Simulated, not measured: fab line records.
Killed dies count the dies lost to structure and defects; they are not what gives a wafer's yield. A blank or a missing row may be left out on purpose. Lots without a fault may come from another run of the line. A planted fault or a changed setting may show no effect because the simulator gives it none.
Which tool is to blame? ; flow nandHarc ; 12 lots with 36 wafers sampled at 7 steps, on a route of 1302 steps

WHAT EACH GAUGE READ, for each wafer
NHARC_A_BONDPAD_THK_MEAS_20: measures by xrf. Usual: thkNm at 170.1 nm, with a standard deviation of 1.3.
lot;measured;on;thkNm (nm);flag
L566;day 24 03:45;filmMetro-01;172.9 171.5 167.7;
L569;day 24 08:54;filmMetro-01;172.5 169.0 170.3;
L568;day 24 23:52;filmMetro-02;169.9 168.2 171.2;
L575;day 26 19:43;filmMetro-01;400.7 402.3 399.3;OFF
L574;day 27 01:14;filmMetro-02;399.1 401.8 396.6;OFF
L577;day 28 05:46;filmMetro-02;167.3 166.0 168.4;
L579;day 30 01:22;filmMetro-01;168.7 171.7 167.6;
L583;day 30 04:07;filmMetro-02;170.8 168.6 169.7;
L585;day 31 02:23;filmMetro-01;170.0 169.1 169.0;
L584;day 31 13:08;filmMetro-01;171.2 172.7 172.1;
L589;day 33 00:37;filmMetro-01;172.1 170.2 170.6;
L588;day 33 08:47;filmMetro-01;170.1 171.2 169.0;

NHARC_A_BONDPAD_INSPECT_23. Usual: rawDefectCount at 562, with a standard deviation of 120.
lot;measured;on;rawDefectCount;flag
L566;day 24 03:58;defectInspect-01;516 502 519;
L569;day 24 09:10;defectInspect-01;582 671 460;
L568;day 25 00:06;defectInspect-01;490 505 607;
L575;day 26 19:56;defectInspect-02;3326 3416 3185;OFF
L574;day 27 01:26;defectInspect-02;3170 3170 3142;OFF
L577;day 28 05:58;defectInspect-02;649 565 693;
L579;day 30 01:34;defectInspect-01;417 371 514;
L583;day 30 04:20;defectInspect-02;467 411 562;
L585;day 31 02:35;defectInspect-02;483 570 502;
L584;day 31 13:20;defectInspect-02;492 429 419;
L589;day 33 00:51;defectInspect-02;867 614 616;
L588;day 33 09:01;defectInspect-02;695 601 455;

NHARC_END_SORT_01. Usual: defectLimitedYield is 90.7 % with standard deviation 3, killedAtArray is 58 with standard deviation 20, killedAtOther is 0.9 with standard deviation 1.4, killedAtPeriphery is 4 with standard deviation 3.1, killedDies is 63 with standard deviation 20, killedOpen is 3.3 with standard deviation 1.8, and killedShort is 2.4 with standard deviation 1.5.
lot;measured;on;defectLimitedYield (%);killedAtArray;killedAtOther;killedAtPeriphery;killedDies;killedOpen;killedShort;flag
L574;day 28 09:01;prober-02;0 0 0;674 673 674;3 3 1;0 1 2;677 677 677;2 4 3;4 2 3;OFF

WHAT TOOL EACH LOT RAN ON (gives the tool, then ch and the chambers of the sampled wafers, and finally the start)
lot;NHARC_A_M0_PVD_21;NHARC_A_M1_DESCUM_14;NHARC_A_M1_DEP_33;NHARC_A_BONDPAD_CMP_19
L566;pvdSputter-03, day 23 20:41 or earlier;rieDiel-10 ch 1,2, day 23 20:41;pecvd-02 ch 0,1,2, day 23 23:24;cmp-03 ch 0,1,3, day 24 03:29
L569;pvdSputter-01, day 24 01:37 or earlier;rieDiel-12 ch 0,2,3, day 24 01:37;pecvd-02 ch 0,1,2, day 24 04:26;cmp-02 ch 1,2,3, day 24 08:39
L568;pvdSputter-01, day 24 03:25 or earlier;rieDiel-10 ch 0,2,3, day 24 03:25;pecvd-01 ch 0,1,2, day 24 06:30;cmp-03 ch 0,1,3, day 24 23:32
L575;pvdSputter-01, day 26 12:36 or earlier;rieDiel-10 ch 2,3, day 26 12:36;pecvd-03 ch 0,1, day 26 15:23;cmp-02 ch 0,1,3, day 26 19:24
L574;pvdSputter-03, day 26 18:15 or earlier;rieDiel-05 ch 0,2,3, day 26 18:15;pecvd-01 ch 0,1,2, day 26 20:58;cmp-04 ch 0,2,3, day 27 00:55
L577;pvdSputter-01, day 27 22:39 or earlier;rieDiel-12 ch 0,1,2, day 27 22:39;pecvd-01 ch 0,2, day 28 01:23;cmp-02 ch 1,2,3, day 28 05:26
L579;pvdSputter-03, day 29 17:42 or earlier;rieDiel-05 ch 1,2, day 29 17:42;pecvd-01 ch 0,1,2, day 29 20:52;cmp-04 ch 0,2,3, day 30 01:06
L583;pvdSputter-01, day 29 20:43 or earlier;rieDiel-12 ch 0,1,3, day 29 20:43;pecvd-01 ch 0,1,2, day 29 23:50;cmp-02 ch 1,2, day 30 03:49
L585;pvdSputter-01, day 30 19:28 or earlier;rieDiel-12 ch 0,1,3, day 30 19:28;pecvd-02 ch 0,1,2, day 30 22:17;cmp-03 ch 0,3, day 31 02:05
L584;pvdSputter-03, day 31 06:11 or earlier;rieDiel-10 ch 1,2, day 31 06:11;pecvd-01 ch 0,1,2, day 31 09:01;cmp-04 ch 1,2,3, day 31 12:53
L589;pvdSputter-02, day 32 17:29 or earlier;rieDiel-10 ch 0,3, day 32 17:29;pecvd-03 ch 0,1,2, day 32 20:14;cmp-02 ch 0,1,2, day 33 00:20
L588;pvdSputter-02, day 33 01:38 or earlier;rieDiel-10 ch 1,3, day 33 01:38;pecvd-03 ch 0,1, day 33 04:21;cmp-03 ch 0,2, day 33 08:30
- NHARC_A_M0_PVD_21: deposits Cu, target thk 30 nm, time 20.49 s.
- NHARC_A_M1_DESCUM_14: chemistry O2, time 3 s.
- NHARC_A_M1_DEP_33: deposits SiCN, target thk 30 nm.
- NHARC_A_BONDPAD_CMP_19: polishes, t overpolish 30 s, cu recess touch 16 s, target thk 169.82 nm.

WHAT THE TOOLS THEMSELVES READ (means of the sampled wafers that have a number; where no wafer has one, the mark that the record gives instead)
NHARC_A_M0_PVD_21. Usual: throttleValvePct at 29.8 %, with a standard deviation of 0.96.
lot;tool;throttleValvePct (%);flag
L566;pvdSputter-03;30.0;
L569;pvdSputter-01;28.4;
L568;pvdSputter-01;29.5;
L575;pvdSputter-01;29.8;
L574;pvdSputter-03;30.2;
L577;pvdSputter-01;29.5;
L579;pvdSputter-03;30.2;
L583;pvdSputter-01;29.9;
L585;pvdSputter-01;29.9;
L584;pvdSputter-03;29.6;
L589;pvdSputter-02;29.9;
L588;pvdSputter-02;30.4;

NHARC_A_M1_DESCUM_14. Usual: drypumpMotorCurrentA 5.5 A, standard deviation 0.5; oesProductAu 0.999 a.u., standard deviation 0.0073; rfVppV 57.9 V, standard deviation 0.9; showerheadPlenumPTorr 1.91 Torr, standard deviation 0.083; throttleValvePct 11.311 %, standard deviation 0.0088.
lot;tool;drypumpMotorCurrentA (A);oesProductAu (a.u.);rfVppV (V);showerheadPlenumPTorr (Torr);throttleValvePct (%);flag
L566;rieDiel-10;5.5;0.993;57.8;1.91;11.312;
L569;rieDiel-12;5.6;1.002;57.9;1.86;11.309;
L568;rieDiel-10;5.6;0.996;58.2;1.92;11.307;
L575;rieDiel-10;5.8;0.992;57.5;1.94;11.305;
L574;rieDiel-05;5.6;0.997;57.8;1.92;11.307;
L577;rieDiel-12;5.2;1.003;58.1;1.91;11.312;
L579;rieDiel-05;5.3;0.988;58.4;1.99;11.308;
L583;rieDiel-12;5.4;1.002;57.4;1.87;11.317;
L585;rieDiel-12;5.4;1.003;57.7;1.87;11.323;
L584;rieDiel-10;5.5;1.002;57.8;1.91;11.309;
L589;rieDiel-10;6.0;0.996;58.0;1.98;11.306;
L588;rieDiel-10;6.1;1.004;57.7;1.99;11.311;

NHARC_A_M1_DEP_33. Usual: heaterPowerOuterW 344 W, standard deviation 33; heaterPowerW 597 W, standard deviation 41.
lot;tool;heaterPowerOuterW (W);heaterPowerW (W);flag
L566;pecvd-02;345;594;
L569;pecvd-02;349;589;
L568;pecvd-01;338;611;
L575;pecvd-03;354;622;
L574;pecvd-01;361;623;
L577;pecvd-01;326;595;
L579;pecvd-01;342;601;
L583;pecvd-01;332;586;
L585;pecvd-02;345;582;
L584;pecvd-01;318;561;
L589;pecvd-03;368;631;
L588;pecvd-03;334;585;

NHARC_A_BONDPAD_CMP_19. Usual: edgeZonePressureFrac 1.001, standard deviation 0.0053; motorCurrentA 12.5 A, standard deviation 1.2; overpolishRunS 30.001 s, standard deviation 0.0088.
lot;tool;edgeZonePressureFrac;motorCurrentA (A);overpolishRunS (s);flag
L566;cmp-03;0.997;12.7;30.011;
L569;cmp-02;0.997;11.6;30.000;
L568;cmp-03;1.001;12.7;30.004;
L575;cmp-02;-;-;-;OFF
L574;cmp-04;-;-;-;OFF
L577;cmp-02;0.999;11.9;29.999;
L579;cmp-04;0.996;12.5;29.999;
L583;cmp-02;1.003;12.3;29.993;
L585;cmp-03;0.999;13.4;30.006;
L584;cmp-04;1.000;11.9;29.993;
L589;cmp-02;1.006;12.5;29.999;
L588;cmp-03;1.005;13.4;30.000;

THE ANSWER, worked out from the rows above alone
Rule: a lot is off if the mean of its wafers that have a number lies more than 3 standard deviations from the usual mean. A lot without any number at a reading at which 4 lots or more have one is off too. All remaining lots with rows at the step are treated as sound. First the gauges in route order, then the tools' own readings, where a lot's mean is used as printed above. At the first step where some lot is off, the reading lying furthest off is the one used; lots without a number count as furthest.
Off, at NHARC_A_BONDPAD_THK_MEAS_20 on thkNm: L575, L574.
A tool fits if, at a process step before that reading, it ran every lot that is off, and no sound lot after the first of them. Not tried: the gauges at NHARC_A_BONDPAD_THK_MEAS_20; whatever is off there is also off at NHARC_A_BONDPAD_INSPECT_23, on other tools, and gauge error can't account for it. NHARC_A_M0_PVD_21: start missing for some lots; hours and lot order therefore follow NHARC_A_M1_DESCUM_14. Not one of the candidates tried fits.

WHAT WAS PUT IN BY THE SIMULATOR
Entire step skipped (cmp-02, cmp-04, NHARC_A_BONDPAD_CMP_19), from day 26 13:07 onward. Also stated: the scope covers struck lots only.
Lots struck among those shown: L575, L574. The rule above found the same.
